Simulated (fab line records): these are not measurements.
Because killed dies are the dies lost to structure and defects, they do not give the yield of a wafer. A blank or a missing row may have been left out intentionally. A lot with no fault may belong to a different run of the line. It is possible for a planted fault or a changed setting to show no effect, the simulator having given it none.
Which tool did it? / flow nand_harc / 33 wafers from 11 lots sampled at 5 of the route's 1302 steps

WHAT THE GAUGES SHOWED, per wafer
NHARC_END_SORT_01. Usual: killed_at_array 44, standard deviation 16; killed_at_other 0.6, standard deviation 1.1; killed_at_periphery 3.9, standard deviation 2.6; killed_dies 48, standard deviation 16; killed_open 3.1, standard deviation 1.9; killed_short 2.4, standard deviation 1.8.
lot=L665; measured=day 27 15:32; on=prober-01; killed_at_array=44 637 642; killed_at_other=0 2 0; killed_at_periphery=4 2 2; killed_dies=48 641 644; killed_open=0 2 1; killed_short=2 4 2; flag=OFF

WHICH TOOL RAN EACH LOT (tool, then ch and the chambers of the sampled wafers, then the start)
lot=L658; NHARC_A_STAIRCASE_ETCH_23=rie_diel-04 ch 0,2, day 15 19:47 or earlier; NHARC_A_STAIRCASE_DESCUM_186=rie_diel-07 ch 1,2, day 15 19:47; NHARC_A_STAIRCASE_ETCH_190=rie_diel-07 ch 0,1,3, day 15 20:16; NHARC_A_STAIRCASE_TRIM_196=rie_diel-10 ch 0,1,2, day 15 20:56
lot=L659; NHARC_A_STAIRCASE_ETCH_23=rie_diel-07 ch 0,2, day 16 05:32 or earlier; NHARC_A_STAIRCASE_DESCUM_186=rie_diel-10 ch 0,1,2, day 16 05:32; NHARC_A_STAIRCASE_ETCH_190=rie_diel-10 ch 0,1,2, day 16 06:04; NHARC_A_STAIRCASE_TRIM_196=rie_diel-07 ch 1,2,3, day 16 06:46
lot=L661; NHARC_A_STAIRCASE_ETCH_23=rie_diel-07 ch 0,2,3, day 17 01:38 or earlier; NHARC_A_STAIRCASE_DESCUM_186=rie_diel-04 ch 0,1, day 17 01:38; NHARC_A_STAIRCASE_ETCH_190=rie_diel-04 ch 1,2,3, day 17 02:22; NHARC_A_STAIRCASE_TRIM_196=rie_diel-04 ch 1,2,3, day 17 03:03
lot=L662; NHARC_A_STAIRCASE_ETCH_23=rie_diel-07 ch 0,2,3, day 17 11:36 or earlier; NHARC_A_STAIRCASE_DESCUM_186=rie_diel-04 ch 0,3, day 17 11:36; NHARC_A_STAIRCASE_ETCH_190=rie_diel-04 ch 0,2,3, day 17 12:08; NHARC_A_STAIRCASE_TRIM_196=rie_diel-04 ch 1,2,3, day 17 13:02
lot=L664; NHARC_A_STAIRCASE_ETCH_23=rie_diel-04 ch 0,2,3, day 18 04:25 or earlier; NHARC_A_STAIRCASE_DESCUM_186=rie_diel-07 ch 0,2, day 18 04:25; NHARC_A_STAIRCASE_ETCH_190=rie_diel-07 ch 0,1,2, day 18 04:58; NHARC_A_STAIRCASE_TRIM_196=rie_diel-10 ch 1,2, day 18 05:42
lot=L665; NHARC_A_STAIRCASE_ETCH_23=rie_diel-10 ch 0,2,3, day 19 01:52 or earlier; NHARC_A_STAIRCASE_DESCUM_186=rie_diel-04 ch 0,1, day 19 01:52; NHARC_A_STAIRCASE_ETCH_190=rie_diel-04 ch 0,1,3, day 19 02:21; NHARC_A_STAIRCASE_TRIM_196=rie_diel-10 ch 1,2, day 19 02:59
lot=L673; NHARC_A_STAIRCASE_ETCH_23=rie_diel-10 ch 0,1,2, day 22 00:26 or earlier; NHARC_A_STAIRCASE_DESCUM_186=rie_diel-04 ch 1,2,3, day 22 00:26; NHARC_A_STAIRCASE_ETCH_190=rie_diel-04 ch 0,2,3, day 22 00:55; NHARC_A_STAIRCASE_TRIM_196=rie_diel-04 ch 0,1,2, day 22 01:32
lot=L674; NHARC_A_STAIRCASE_ETCH_23=rie_diel-04 ch 2,3, day 22 17:40 or earlier; NHARC_A_STAIRCASE_DESCUM_186=rie_diel-04 ch 0,1,2, day 22 17:40; NHARC_A_STAIRCASE_ETCH_190=rie_diel-04 ch 1,2,3, day 22 18:08; NHARC_A_STAIRCASE_TRIM_196=rie_diel-04 ch 1,2, day 22 18:47
lot=L678; NHARC_A_STAIRCASE_ETCH_23=rie_diel-04 ch 1,2,3, day 23 23:41 or earlier; NHARC_A_STAIRCASE_DESCUM_186=rie_diel-04 ch 1,2, day 23 23:41; NHARC_A_STAIRCASE_ETCH_190=rie_diel-04 ch 0,1,3, day 24 00:10; NHARC_A_STAIRCASE_TRIM_196=rie_diel-04 ch 0,3, day 24 00:49
lot=L680; NHARC_A_STAIRCASE_ETCH_23=rie_diel-10 ch 1,2,3, day 24 18:26 or earlier; NHARC_A_STAIRCASE_DESCUM_186=rie_diel-10 ch 0,1,2, day 24 18:26; NHARC_A_STAIRCASE_ETCH_190=rie_diel-10 ch 0,1,2, day 24 18:55; NHARC_A_STAIRCASE_TRIM_196=rie_diel-10 ch 0,1,3, day 24 19:32
lot=L679; NHARC_A_STAIRCASE_ETCH_23=rie_diel-10 ch 0,2, day 24 22:36 or earlier; NHARC_A_STAIRCASE_DESCUM_186=rie_diel-10 ch 0,2,3, day 24 22:36; NHARC_A_STAIRCASE_ETCH_190=rie_diel-10 ch 0,2,3, day 25 00:27; NHARC_A_STAIRCASE_TRIM_196=rie_diel-10 ch 0,3, day 25 01:27
- NHARC_A_STAIRCASE_ETCH_23: etches the open film in C4F8/O2, target depth 100 nm, time 40.5 s.
- NHARC_A_STAIRCASE_DESCUM_186: chemistry O2, time 3 s.
- NHARC_A_STAIRCASE_ETCH_190: etches the open film in C4F8/O2, target depth 100 nm, time 40.5 s.
- NHARC_A_STAIRCASE_TRIM_196: chemistry O2, time 211.2 s.

AS READ BY THE TOOLS THEMSELVES (means over the sampled wafers that have a number; for cases with no such wafer, the mark the record gives instead)
NHARC_A_STAIRCASE_ETCH_23. Usual: oes_product_au 0.944 a.u., standard deviation 0.01; rf_fwd_power_W 592 W, standard deviation 3.1; rf_vpp_V 894 V, standard deviation 5.1; run_length_s 61.9 s, standard deviation 0.4.
lot=L658; tool=rie_diel-04; oes_product_au (a.u.)=0.938; rf_fwd_power_W (W)=594; rf_vpp_V (V)=898; run_length_s (s)=61.6; flag=
lot=L659; tool=rie_diel-07; oes_product_au (a.u.)=0.953; rf_fwd_power_W (W)=586; rf_vpp_V (V)=898; run_length_s (s)=61.8; flag=
lot=L661; tool=rie_diel-07; oes_product_au (a.u.)=0.941; rf_fwd_power_W (W)=588; rf_vpp_V (V)=896; run_length_s (s)=61.8; flag=
lot=L662; tool=rie_diel-07; oes_product_au (a.u.)=0.954; rf_fwd_power_W (W)=589; rf_vpp_V (V)=896; run_length_s (s)=61.6; flag=
lot=L664; tool=rie_diel-04; oes_product_au (a.u.)=0.937; rf_fwd_power_W (W)=593; rf_vpp_V (V)=898; run_length_s (s)=61.8; flag=
lot=L665; tool=rie_diel-10; oes_product_au (a.u.)=0.947; rf_fwd_power_W (W)=594; rf_vpp_V (V)=892; run_length_s (s)=61.9; flag=
lot=L673; tool=rie_diel-10; oes_product_au (a.u.)=0.924; rf_fwd_power_W (W)=596; rf_vpp_V (V)=891; run_length_s (s)=62.0; flag=
lot=L674; tool=rie_diel-04; oes_product_au (a.u.)=0.967; rf_fwd_power_W (W)=592; rf_vpp_V (V)=896; run_length_s (s)=61.6; flag=
lot=L678; tool=rie_diel-04; oes_product_au (a.u.)=0.947; rf_fwd_power_W (W)=595; rf_vpp_V (V)=893; run_length_s (s)=62.2; flag=
lot=L680; tool=rie_diel-10; oes_product_au (a.u.)=0.940; rf_fwd_power_W (W)=594; rf_vpp_V (V)=889; run_length_s (s)=61.7; flag=
lot=L679; tool=rie_diel-10; oes_product_au (a.u.)=0.944; rf_fwd_power_W (W)=595; rf_vpp_V (V)=890; run_length_s (s)=62.0; flag=

NHARC_A_STAIRCASE_DESCUM_186. Usual: drypump_motor_current_A 5.7 A, standard deviation 0.58; oes_product_au 1.001 a.u., standard deviation 0.0067; rf_vpp_V 57.7 V, standard deviation 0.96; showerhead_plenum_p_Torr 1.89 Torr, standard deviation 0.085; throttle_valve_pct 11.311 %, standard deviation 0.0096.
lot=L658; tool=rie_diel-07; drypump_motor_current_A (A)=5.8; oes_product_au (a.u.)=0.998; rf_vpp_V (V)=57.6; showerhead_plenum_p_Torr (Torr)=1.89; throttle_valve_pct (%)=11.299; flag=
lot=L659; tool=rie_diel-10; drypump_motor_current_A (A)=5.8; oes_product_au (a.u.)=1.006; rf_vpp_V (V)=58.0; showerhead_plenum_p_Torr (Torr)=1.86; throttle_valve_pct (%)=11.315; flag=
lot=L661; tool=rie_diel-04; drypump_motor_current_A (A)=4.8; oes_product_au (a.u.)=1.004; rf_vpp_V (V)=58.1; showerhead_plenum_p_Torr (Torr)=1.88; throttle_valve_pct (%)=11.313; flag=
lot=L662; tool=rie_diel-04; drypump_motor_current_A (A)=5.1; oes_product_au (a.u.)=1.000; rf_vpp_V (V)=58.4; showerhead_plenum_p_Torr (Torr)=2.02; throttle_valve_pct (%)=11.297; flag=
lot=L664; tool=rie_diel-07; drypump_motor_current_A (A)=6.1; oes_product_au (a.u.)=0.998; rf_vpp_V (V)=58.1; showerhead_plenum_p_Torr (Torr)=1.93; throttle_valve_pct (%)=11.313; flag=
lot=L665; tool=rie_diel-04; drypump_motor_current_A (A)=4.7; oes_product_au (a.u.)=0.998; rf_vpp_V (V)=58.3; showerhead_plenum_p_Torr (Torr)=1.96; throttle_valve_pct (%)=11.316; flag=
lot=L673; tool=rie_diel-04; drypump_motor_current_A (A)=5.6; oes_product_au (a.u.)=1.003; rf_vpp_V (V)=57.4; showerhead_plenum_p_Torr (Torr)=1.86; throttle_valve_pct (%)=11.301; flag=
lot=L674; tool=rie_diel-04; drypump_motor_current_A (A)=5.1; oes_product_au (a.u.)=0.992; rf_vpp_V (V)=57.5; showerhead_plenum_p_Torr (Torr)=1.89; throttle_valve_pct (%)=11.309; flag=
lot=L678; tool=rie_diel-04; drypump_motor_current_A (A)=5.5; oes_product_au (a.u.)=1.001; rf_vpp_V (V)=56.9; showerhead_plenum_p_Torr (Torr)=1.83; throttle_valve_pct (%)=11.308; flag=
lot=L680; tool=rie_diel-10; drypump_motor_current_A (A)=5.8; oes_product_au (a.u.)=0.998; rf_vpp_V (V)=57.1; showerhead_plenum_p_Torr (Torr)=1.84; throttle_valve_pct (%)=11.315; flag=
lot=L679; tool=rie_diel-10; drypump_motor_current_A (A)=5.9; oes_product_au (a.u.)=1.001; rf_vpp_V (V)=56.0; showerhead_plenum_p_Torr (Torr)=1.84; throttle_valve_pct (%)=11.310; flag=

NHARC_A_STAIRCASE_ETCH_190. Usual: oes_product_au 0.943 a.u., standard deviation 0.015; rf_fwd_power_W 592 W, standard deviation 3.4; rf_vpp_V 894 V, standard deviation 5.2; run_length_s 61.8 s, standard deviation 0.4.
lot=L658; tool=rie_diel-07; oes_product_au (a.u.)=0.958; rf_fwd_power_W (W)=590; rf_vpp_V (V)=897; run_length_s (s)=62.0; flag=
lot=L659; tool=rie_diel-10; oes_product_au (a.u.)=0.944; rf_fwd_power_W (W)=593; rf_vpp_V (V)=892; run_length_s (s)=62.0; flag=
lot=L661; tool=rie_diel-04; oes_product_au (a.u.)=0.945; rf_fwd_power_W (W)=594; rf_vpp_V (V)=894; run_length_s (s)=61.8; flag=
lot=L662; tool=rie_diel-04; oes_product_au (a.u.)=0.949; rf_fwd_power_W (W)=593; rf_vpp_V (V)=898; run_length_s (s)=61.7; flag=
lot=L664; tool=rie_diel-07; oes_product_au (a.u.)=0.937; rf_fwd_power_W (W)=592; rf_vpp_V (V)=896; run_length_s (s)=61.6; flag=
lot=L665; tool=rie_diel-04; oes_product_au (a.u.)=0.942; rf_fwd_power_W (W)=594; rf_vpp_V (V)=896; run_length_s (s)=54.1; flag=OFF
lot=L673; tool=rie_diel-04; oes_product_au (a.u.)=0.947; rf_fwd_power_W (W)=593; rf_vpp_V (V)=898; run_length_s (s)=61.6; flag=
lot=L674; tool=rie_diel-04; oes_product_au (a.u.)=0.946; rf_fwd_power_W (W)=592; rf_vpp_V (V)=892; run_length_s (s)=61.9; flag=
lot=L678; tool=rie_diel-04; oes_product_au (a.u.)=0.955; rf_fwd_power_W (W)=592; rf_vpp_V (V)=896; run_length_s (s)=61.7; flag=
lot=L680; tool=rie_diel-10; oes_product_au (a.u.)=0.937; rf_fwd_power_W (W)=594; rf_vpp_V (V)=891; run_length_s (s)=62.1; flag=
lot=L679; tool=rie_diel-10; oes_product_au (a.u.)=0.933; rf_fwd_power_W (W)=594; rf_vpp_V (V)=891; run_length_s (s)=61.9; flag=

NHARC_A_STAIRCASE_TRIM_196. Usual: drypump_motor_current_A 5.6 A, standard deviation 0.57; oes_product_au 1.000 a.u., standard deviation 0.0073; rf_vpp_V 57.7 V, standard deviation 0.84; showerhead_plenum_p_Torr 3.48 Torr, standard deviation 0.14; throttle_valve_pct 17.035 %, standard deviation 0.0088.
lot=L658; tool=rie_diel-10; drypump_motor_current_A (A)=5.8; oes_product_au (a.u.)=1.000; rf_vpp_V (V)=57.4; showerhead_plenum_p_Torr (Torr)=3.43; throttle_valve_pct (%)=17.032; flag=
lot=L659; tool=rie_diel-07; drypump_motor_current_A (A)=5.9; oes_product_au (a.u.)=1.003; rf_vpp_V (V)=57.9; showerhead_plenum_p_Torr (Torr)=3.46; throttle_valve_pct (%)=17.027; flag=
lot=L661; tool=rie_diel-04; drypump_motor_current_A (A)=5.6; oes_product_au (a.u.)=0.996; rf_vpp_V (V)=57.6; showerhead_plenum_p_Torr (Torr)=3.46; throttle_valve_pct (%)=17.036; flag=
lot=L662; tool=rie_diel-04; drypump_motor_current_A (A)=5.6; oes_product_au (a.u.)=1.004; rf_vpp_V (V)=57.9; showerhead_plenum_p_Torr (Torr)=3.45; throttle_valve_pct (%)=17.029; flag=
lot=L664; tool=rie_diel-10; drypump_motor_current_A (A)=5.4; oes_product_au (a.u.)=1.006; rf_vpp_V (V)=58.4; showerhead_plenum_p_Torr (Torr)=3.38; throttle_valve_pct (%)=17.040; flag=
lot=L665; tool=rie_diel-10; drypump_motor_current_A (A)=5.7; oes_product_au (a.u.)=1.001; rf_vpp_V (V)=57.4; showerhead_plenum_p_Torr (Torr)=3.36; throttle_valve_pct (%)=17.036; flag=
lot=L673; tool=rie_diel-04; drypump_motor_current_A (A)=5.1; oes_product_au (a.u.)=0.996; rf_vpp_V (V)=57.6; showerhead_plenum_p_Torr (Torr)=3.49; throttle_valve_pct (%)=17.023; flag=
lot=L674; tool=rie_diel-04; drypump_motor_current_A (A)=5.5; oes_product_au (a.u.)=0.995; rf_vpp_V (V)=58.0; showerhead_plenum_p_Torr (Torr)=3.38; throttle_valve_pct (%)=17.035; flag=
lot=L678; tool=rie_diel-04; drypump_motor_current_A (A)=5.1; oes_product_au (a.u.)=1.004; rf_vpp_V (V)=57.7; showerhead_plenum_p_Torr (Torr)=3.68; throttle_valve_pct (%)=17.040; flag=
lot=L680; tool=rie_diel-10; drypump_motor_current_A (A)=5.7; oes_product_au (a.u.)=1.000; rf_vpp_V (V)=56.7; showerhead_plenum_p_Torr (Torr)=3.42; throttle_valve_pct (%)=17.033; flag=
lot=L679; tool=rie_diel-10; drypump_motor_current_A (A)=6.1; oes_product_au (a.u.)=1.008; rf_vpp_V (V)=57.3; showerhead_plenum_p_Torr (Torr)=3.46; throttle_valve_pct (%)=17.040; flag=

THE ANSWER, worked out from the rows above alone
Rule: take the mean of a lot's wafers that have a number; if it is more than 3 standard deviations from the usual mean, the lot is off. A lot without any number at a reading at which 4 lots or more have one is off too. Where the step has rows for the other lots, those lots are counted as sound. Order of review: gauges by route order, followed by the tools' own readings, for which a lot's mean as printed above is used. The first step at which some lot is off is used, and at that step the reading that is off furthest; a lot without a number counts as furthest.
Off at NHARC_END_SORT_01 (killed_at_array): L665. Neither off nor sound, because the step has no rows for them: L658, L659, L661, L662, L664, L673, L674, L678, L680, L679.
A tool fits if, at a process step before that reading, it ran every lot that is off, and no sound lot after the first of them. The gauges at NHARC_END_SORT_01 aren't tried: what is off there is off at NHARC_A_STAIRCASE_ETCH_190 too, on other tools, and a gauge's error can't cause that. NHARC_A_STAIRCASE_ETCH_23 gives no start for some lots, so the hours and the order of its lots are those of NHARC_A_STAIRCASE_DESCUM_186. Undecided on this evidence; 2 tools fit (rie_diel-10 at NHARC_A_STAIRCASE_ETCH_23 and NHARC_A_STAIRCASE_TRIM_196, rie_diel-04 at NHARC_A_STAIRCASE_DESCUM_186 and NHARC_A_STAIRCASE_ETCH_190).

WHAT THE SIMULATOR PUT IN
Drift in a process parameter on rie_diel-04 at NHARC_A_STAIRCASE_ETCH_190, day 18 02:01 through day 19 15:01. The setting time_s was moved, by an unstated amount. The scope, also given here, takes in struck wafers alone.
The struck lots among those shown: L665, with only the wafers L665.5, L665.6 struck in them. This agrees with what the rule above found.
